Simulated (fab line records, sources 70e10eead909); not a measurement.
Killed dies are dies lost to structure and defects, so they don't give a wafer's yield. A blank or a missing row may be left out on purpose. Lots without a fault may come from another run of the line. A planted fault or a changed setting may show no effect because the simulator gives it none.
Chamber matching | flow nand_harc | NHARC_A_WL_FILL_ALD_00 on ald_hk-03: 4 sister chambers
The step deposits Al2O3, target thk 3 nm, pulse time 3 s, ald cycles 30. 4 wafers are shown with their chamber, then 8 later ones without.

WAFERS WITH THEIR CHAMBER
wafer  | chamber | heater_power_w (W)
L081.4 | 2       | 487
L081.3 | 1       | 417
L081.6 | 0       | 430
L082.3 | 3       | 413

WAFERS WITHOUT THEIR CHAMBER
wafer  | heater_power_w (W)
L082.4 | 474
L082.6 | 431
L087.3 | 449
L087.4 | 457
L087.6 | 456
L090.2 | 434
L090.5 | 419
L090.6 | 454

WHICH CHAMBER EACH WENT THROUGH
wafer  | from the rows above               | in truth
L082.4 | can't be placed: 2 or 0           | 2
L082.6 | can't be placed: 0 or 1 or 3      | 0
L087.3 | can't be placed: 0 or 1 or 3 or 2 | 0
L087.4 | can't be placed: 0 or 2 or 1 or 3 | 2
L087.6 | can't be placed: 0 or 2 or 1 or 3 | 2
L090.2 | can't be placed: 0 or 1 or 3      | 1
L090.5 | can't be placed: 1 or 3 or 0      | 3
L090.6 | can't be placed: 0 or 2 or 1 or 3 | 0
Placed correctly: 0 of 8. Can't be placed from these rows: 8 (the true chamber is among the candidates in 8). Placed wrongly: 0.
How it was worked out, from the rows above alone: a wafer's distance from a chamber is the root of the sum, over the readings, of the square of ((its reading less the chamber's mean) divided by the reading's scatter). The wafer belongs to the nearest chamber; if the next one is less than 2 further off, it can't be placed. A chamber's mean is the mean of its shown wafers. The scatter: with one shown wafer a chamber, the root of the mean of the squares of how far each hidden wafer lies from its nearest shown one.
